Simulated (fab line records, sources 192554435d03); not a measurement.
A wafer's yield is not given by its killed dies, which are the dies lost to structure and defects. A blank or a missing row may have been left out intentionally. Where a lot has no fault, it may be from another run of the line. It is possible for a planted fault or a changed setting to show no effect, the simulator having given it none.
fab line records	flow n5_finfet
record lots=9	wafers=27	last_day=18
route steps=1938 shown BEOL_M4@1060
lots that met no fault: from a run of the same line without faults
start_h: hours from the record's opening day to when the first of the lot's shown wafers began	wait_h: hours since the lot's step before	" as in the row above	L1.1+2: a row that stands for several wafers	- either no value or no given start	* or withheld: withheld	< > ~ a bound
route shown NAME@n: NAME is a module with steps in the file, n the number in the route of the first one	usual: mean/standard deviation of fault-free wafers	same: alike in all rows	chamber/n: place in a boat	sites: readings site by site	_std_site: the standard deviation of these	_edge_site: the outer-site mean with the inner-site mean subtracted	radius_mm: how far each site lies from the wafer's centre	mask NAME#n: copy n	behind: tool/chamber where the wafer was last shaped	hold: cause of the lot's hold/its duration in hours/its outcome	device: whichever transistor did not switch (one of n, p or np)	end of line: tests run on the same wafers once the route is complete	step lacking rows: just its recipe	killed: count of dies lost to structure and defects at first sort (not the wafer's yield)	map: a wafer's dies, x killed, . not, _ none there
set.NAME: the setting as run; set.NAME@STEP: as run at that earlier step	model.NAME: the simulator's own value behind a step, which no gauge read
one table for each step of the route and one row for each wafer, over a sample of lots
services: from which hour (start_h, from the record's first day; less than 0 if before it) a tool's chamber was out of use, for how many hours, and why
## steps
# step N5_BEOL_M4_ETCH_77
# recipe chemistry=N2/H2	target=underlayer	target_depth_a=65	mask_material=CAR-EUV	time_s=5.2	ion_energy_ev=200	pressure_mtorr=30	source_w=840	bias_w=150	n2_flow_sccm=200	h2_flow_sccm=200	ends=cleared
# usual drypump_motor_current_A=5.7/0.5	etch_rf_on_time_s=5.19/0.093	oes_product_au=0.66/0.08	rf_vpp_V=522.6/1.6	showerhead_plenum_p_Torr=2.50/0.036	throttle_valve_pct=17.86/0.28
lot.wafer	tool	chamber	start_h	wait_h	drypump_motor_current_A	etch_rf_on_time_s	oes_product_au	rf_hours_counter_h	rf_vpp_V	showerhead_plenum_p_Torr	throttle_valve_pct
L427.2	rie_diel-02	3	189.11	0.0	6.0	5.18	0.67	121	523.1	2.56	17.77
L427.4	"	2	"	"	5.9	5.36	0.62	175	522.2	2.54	18.31
L427.6	"	1	"	"	6.1	5.14	0.62	-	522.7	2.55	17.74
L428.1	rie_diel-01	3	193.93	0.0	4.8	5.26	0.62	201	521.6	2.52	18.12
L428.4	"	0	"	"	6.5	5.19	0.74	52	522.6	2.49	17.42
L428.5	"	2	"	"	5.7	5.07	0.81	-	523.9	2.50	17.79
L429.3	rie_diel-05	2	205.61	0.0	5.2	5.15	0.61	187	521.0	2.43	18.02
L429.5	"	3	"	"	5.8	5.24	0.58	-	522.8	2.50	18.24
L429.6	"	0	"	"	5.1	5.24	0.57	-	522.6	2.51	17.87
L430.1	rie_diel-02	1	206.24	0.0	6.1	5.21	0.61	172	524.7	2.55	17.74
L430.3	"	0	"	"	5.7	5.13	0.66	122	520.1	2.45	17.81
L430.5	"	3	"	"	6.1	5.12	0.64	-	524.9	2.56	17.78
L438.1	rie_diel-05	2	250.55	0.0	5.2	5.17	0.59	206	522.2	2.42	18.05
L438.2	"	3	"	"	5.7	5.25	0.57	245	524.3	2.50	18.27
L438.6	"	0	"	"	5.1	5.12	0.83	-	524.4	2.51	17.48
L439.1	rie_diel-01	1	266.50	0.0	5.7	5.01	0.85	3	520.6	2.50	17.64
L439.4	"	2	"	"	5.7	5.09	0.76	42	522.3	2.48	17.82
L439.6	"	1	"	"	5.8	5.03	0.84	-	522.4	2.50	17.60
L442.1	rie_diel-02	3	281.48	0.0	6.1	5.17	0.63	153	526.1	2.54	17.79
L442.5	"	3	"	"	6.1	5.17	0.62	-	525.3	2.54	17.80
L442.6	"	0	"	"	5.7	5.12	0.64	-	519.4	2.44	17.84
L444.1	rie_diel-01	0	305.01	0.0	6.5	5.20	0.69	93	520.7	2.47	17.50
L444.2	"	1	"	"	5.7	5.03	0.80	18	523.0	2.49	17.63
L444.3	"	3	"	"	4.8	5.24	0.59	250	522.0	2.50	18.20
L445.1	rie_diel-05	2	305.99	0.0	5.1	5.16	0.59	224	519.4	2.41	18.08
L445.2	"	0	"	"	5.1	5.15	0.78	20	521.3	2.50	17.50
L445.4	"	1	"	"	6.0	5.00	0.75	-	522.6	2.47	17.43
# step N5_BEOL_M4_STRIP_36
# recipe chemistry=N2/H2	power_w=450	temp_c=40	pressure_mtorr=20	rf_frequency_hz=6e+07	overash_fraction=0.3	bias_power_w=7	h2_frac=0.5	n2_flow_sccm=200	h2_flow_sccm=200
# usual drypump_motor_current_A=5.7/0.48	oes_product_au=0.78/0.097	rf_vpp_V=59.0/1.3	showerhead_plenum_p_Torr=2.49/0.036	throttle_valve_pct=23.63/0.29
lot.wafer	tool	chamber	start_h	wait_h	drypump_motor_current_A	oes_product_au	rf_hours_counter_h	rf_vpp_V	showerhead_plenum_p_Torr	throttle_valve_pct
L427.2	rie_diel-01	0	191.12	0.0	6.5	0.86	51	59.5	2.48	23.14
L427.4	"	3	"	"	4.8	0.72	200	57.6	2.52	23.95
L427.6	"	3	"	"	4.8	0.72	-	61.3	2.52	23.94
L428.1	rie_diel-05	0	203.94	0.0	5.1	0.66	243	59.8	2.51	23.59
L428.4	"	0	"	"	5.1	0.68	-	61.0	2.51	23.56
L428.5	"	2	"	"	5.2	0.71	-	56.3	2.43	23.80
L429.3	rie_diel-02	0	207.07	0.0	5.6	0.77	122	57.9	2.44	23.53
L429.5	"	0	"	"	5.6	0.78	-	58.5	2.44	23.52
L429.6	"	1	"	"	6.1	0.69	-	60.2	2.54	23.51
L430.1	rie_diel-01	1	210.31	0.0	5.7	0.67	247	58.6	2.50	23.79
L430.3	"	2	"	"	5.7	0.91	19	61.3	2.49	23.50
L430.5	"	3	"	"	4.8	0.72	-	60.8	2.51	23.95
L438.1	rie_diel-05	1	257.70	0.0	5.9	0.91	21	59.2	2.48	23.18
L438.2	"	3	"	"	5.7	0.69	247	60.5	2.49	23.98
L438.6	"	2	"	"	5.2	0.70	-	57.7	2.42	23.80
L439.1	rie_diel-01	1	267.58	0.0	5.7	0.98	3	60.6	2.49	23.47
L439.4	"	3	"	"	4.8	0.71	231	60.0	2.50	23.98
L439.6	"	1	"	"	5.7	0.98	-	56.2	2.49	23.50
L442.1	rie_diel-05	0	285.09	0.0	5.1	0.93	11	58.8	2.50	23.29
L442.5	"	3	"	"	5.8	1.00	-	59.6	2.49	23.67
L442.6	"	2	"	"	5.2	0.69	-	58.4	2.41	23.86
L444.1	rie_diel-01	2	306.38	0.0	5.7	0.85	60	60.2	2.47	23.58
L444.2	"	1	"	"	5.7	0.93	19	58.8	2.49	23.50
L444.3	"	0	"	"	6.5	0.80	93	59.8	2.47	23.24
L445.1	rie_diel-01	1	311.43	0.0	5.7	0.92	21	59.9	2.49	23.47
L445.2	"	2	"	"	5.7	0.87	62	58.4	2.47	23.57
L445.4	"	0	"	"	6.6	0.79	-	58.3	2.47	23.24
# step N5_BEOL_M4_ALD_84
# recipe material=TaN	target_thk_a=*	temp_c=275	ald_precursor_family=PDMAT	ald_co_reactant=NH3	pressure_torr=3	carrier_flow_sccm=1500	pulse_time_s=2	purge_time_s=3	co_reactant_purge_time_s=2	co_reactant_pulse_time_s=3	ald_cycles=30	precursor_vessel_temp_c=75	precursor_vessel_pressure_torr=26.25	precursor_vessel_carrier_sccm=1000
# usual co_reactant_pulse_time_s=3/0	heater_power_w=436/46	precursor_vessel_carrier_sccm=1000/3
lot.wafer	tool	chamber	start_h	wait_h	co_reactant_pulse_time_s	heater_power_w	precursor_vessel_carrier_sccm
L427.2	ald_metal-02	2	191.90	0.1	3	343	1000
L427.4	"	0	"	"	3	452	1001
L427.6	"	2	"	"	3	349	998
L428.1	ald_metal-02	0	204.63	0.1	3	448	997
L428.4	"	3	"	"	3	451	996
L428.5	"	1	"	"	3	510	999
L429.3	ald_metal-02	3	207.91	0.1	3	449	1002
L429.5	"	0	"	"	3	443	1001
L429.6	"	3	"	"	4.2971	451	999
L430.1	ald_metal-02	1	211.13	0.0	4.2971	517	1004
L430.3	"	2	"	"	3	342	996
L430.5	"	1	"	"	3	514	1004
L438.1	ald_metal-01	2	258.62	0.0	3	450	1001
L438.2	"	3	"	"	3	383	996
L438.6	"	0	"	"	3	456	1003
L439.1	ald_metal-01	2	268.57	0.1	3	450	1001
L439.4	"	3	"	"	3	392	1000
L439.6	"	1	"	"	3	482	999
L442.1	ald_metal-02	1	285.67	0.0	3	515	998
L442.5	"	1	"	"	3	521	1001
L442.6	"	0	"	"	3	456	998
L444.1	ald_metal-01	0	306.93	0.0	3	457	1007
L444.2	"	2	"	"	3	457	999
L444.3	"	1	"	"	3	498	1002
L445.1	ald_metal-04	1	312.15	0.0	3	443	1002
L445.2	"	3	"	"	3	393	999
L445.4	"	2	"	"	3	383	1002
# step N5_BEOL_M4_ANNEAL_49
# recipe temp_c=400	time_s=240	ambient=vacuum
# usual heater_power_w=832/110
lot.wafer	tool	chamber	start_h	wait_h	heater_power_w
L427.2	pvd_sputter-03	-	194.29	0.0	740
L427.4	"	-	"	"	923
L427.6	"	-	"	"	938
L428.1	pvd_sputter-03	-	205.46	0.0	850
L428.4	"	-	"	"	923
L428.5	"	-	"	"	856
L429.3	pvd_sputter-01	-	210.23	0.0	851
L429.5	"	-	"	"	601
L429.6	"	-	"	"	925
L430.1	pvd_sputter-03	-	211.91	0.0	747
L430.3	"	-	"	"	905
L430.5	"	-	"	"	889
L438.1	pvd_sputter-02	-	259.39	0.0	938
L438.2	"	-	"	"	736
L438.6	"	-	"	"	862
L439.1	pvd_sputter-03	-	269.13	0.0	742
L439.4	"	-	"	"	847
L439.6	"	-	"	"	963
L442.1	pvd_sputter-02	-	287.90	0.0	754
L442.5	"	-	"	"	946
L442.6	"	-	"	"	769
L444.1	pvd_sputter-02	-	307.52	0.0	937
L444.2	"	-	"	"	753
L444.3	"	-	"	"	734
L445.1	pvd_sputter-01	-	313.94	0.0	609
L445.2	"	-	"	"	848
L445.4	"	-	"	"	880
# step N5_BEOL_M4_RC_MEAS_101
# usual DIBL_N=36.5/1.4	DIBL_P=36.5/1.6	IOFF_N=0.163/0.022	IOFF_P=0.219/0.029	ION_N=675/8.3	ION_P=464/6.2	SS_N=71.5/0.52	SS_P=73.4/0.57	VT_N=249.7/2.6	VT_P=-250/3
lot.wafer	tool	chamber	start_h	wait_h	DIBL_N[mV/V]	DIBL_P[mV/V]	IOFF_N[nA/um]	IOFF_P[nA/um]	ION_N[uA/um]	ION_P[uA/um]	SS_N[mV/dec]	SS_P[mV/dec]	VT_N[mV]	VT_P[mV]
L427.2	prober-02	0	201.75	0.2	35.2	34.1	0.142	0.178	667	462	71.2	73.3	253.4	-255
L427.4	"	0	"	"	37.9	36.5	0.191	0.215	691	463	72.1	73.6	248.8	-253
L427.6	"	0	"	"	36.1	35.4	0.153	0.193	671	459	71.2	73.2	251.1	-253
L428.1	prober-02	0	208.24	0.0	33.4	33.0	0.120	0.162	675	459	71.2	72.3	252.0	-251
L428.4	"	0	"	"	35.9	36.4	0.169	0.212	688	473	72.3	73.6	247.8	-249
L428.5	"	0	"	"	33.5	33.4	0.123	0.164	666	457	71.3	72.5	251.7	-254
L429.3	prober-01	0	213.32	0.3	36.9	36.2	0.172	0.197	666	454	72.1	73.3	251.5	-250
L429.5	"	0	"	"	35.8	35.2	0.154	0.188	666	454	70.6	73.4	250.5	-251
L429.6	"	0	"	"	36.2	36.4	0.173	0.200	682	462	71.4	73.0	249.3	-251
L430.1	prober-01	0	214.70	0.0	33.8	32.7	0.120	0.196	666	468	71.6	72.4	251.9	-247
L430.3	"	0	"	"	36.2	35.5	0.155	0.244	671	464	71.3	73.1	249.2	-247
L430.5	"	0	"	"	35.3	34.8	0.140	0.230	676	472	71.5	72.8	250.8	-248
L438.1	prober-02	0	262.20	0.0	35.7	36.0	0.149	0.210	663	454	70.7	72.8	249.4	-250
L438.2	"	0	"	"	33.7	32.7	0.110	0.162	665	457	70.4	72.7	255.0	-256
L438.6	"	0	"	"	35.3	35.5	0.152	0.212	682	468	71.2	73.4	249.5	-247
L439.1	prober-02	0	271.91	0.0	37.0	38.0	0.185	0.256	686	470	71.1	73.8	248.4	-249
L439.4	"	0	"	"	37.5	37.7	0.187	0.247	677	460	72.3	73.7	250.2	-247
L439.6	"	0	"	"	37.3	37.9	0.180	0.249	680	467	71.8	73.4	248.8	-246
L442.1	prober-02	0	290.68	0.0	38.5	38.0	0.175	0.240	681	464	71.3	74.3	250.5	-247
L442.5	"	0	"	"	38.7	37.9	0.184	0.244	666	460	71.4	74.3	248.6	-248
L442.6	"	0	"	"	38.1	37.6	0.174	0.248	685	471	71.4	74.0	247.6	-247
L444.1	prober-02	0	310.36	0.0	35.7	37.9	0.170	0.230	681	472	72.5	73.4	250.1	-248
L444.2	"	0	"	"	33.3	34.6	0.127	0.184	675	467	71.0	72.6	252.1	-251
L444.3	"	0	"	"	35.0	36.6	0.151	0.217	675	465	71.1	73.3	250.0	-249
L445.1	prober-02	0	316.72	0.0	36.6	35.7	0.149	0.218	661	460	71.8	73.4	251.6	-250
L445.2	"	0	"	"	37.2	36.7	0.164	0.243	665	458	72.8	73.9	250.0	-248
L445.4	"	0	"	"	34.9	33.8	0.132	0.196	667	467	71.7	72.7	254.0	-251
## services
tool	chamber	start_h	hours	kind
rie_diel-05	1	184.07	-	clean
rie_diel-05	1	184.07	-	consumable_replace:focus_ring
rie_diel-05	1	184.07	21.9	scheduled_down
rie_diel-05	1	184.07	21.9	vent_cycle
ald_metal-04	-	199.22	1.0	repair
rie_diel-01	0	205.00	10.7	repair
rie_diel-05	3	217.36	2.8	repair
rie_diel-05	0	221.67	-	clean
rie_diel-01	1	226.12	7.0	repair
rie_diel-01	1	233.20	-	clean
rie_diel-01	1	233.20	-	consumable_replace:focus_ring
rie_diel-01	1	233.20	23.2	scheduled_down
rie_diel-01	1	233.20	23.2	vent_cycle
ald_metal-04	1	235.12	6.6	repair
ald_metal-02	-	259.49	14.6	pm
rie_diel-05	-	271.96	10.0	pm
ald_metal-04	3	273.42	4.0	repair
rie_diel-05	3	292.57	28.2	repair
ald_metal-02	3	294.29	7.3	repair
rie_diel-01	3	306.54	-	clean
rie_diel-01	3	306.54	-	consumable_replace:focus_ring
rie_diel-01	3	306.54	32.1	scheduled_down
rie_diel-01	3	306.54	32.1	vent_cycle
rie_diel-05	-	311.93	2.8	pm
## key
first_sign step=N5_BEOL_M4_ALD_84	reading=co_reactant_pulse_time_s	direction=up	sigmas=99+	usual=*	struck=*
effect none on later readings
met_at N5_BEOL_M4_ALD_84
struck_lots L429,L430
struck_wafers L429.6,L430.1
not_acting_at N5_BEOL_M4_ETCH_77,N5_BEOL_M4_STRIP_36,N5_BEOL_M4_ANNEAL_49
onset_between 204.63 207.91
fault kind=process_parameter_drift	tool=ald_metal-02	chamber=-	onset_h=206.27	steps=N5_BEOL_M4_ALD_84	channel=co_reactant_pulse_time_s	offset=*	shape=step	end_h=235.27	scope=struck_wafers_only	acts_in=*	stated=*
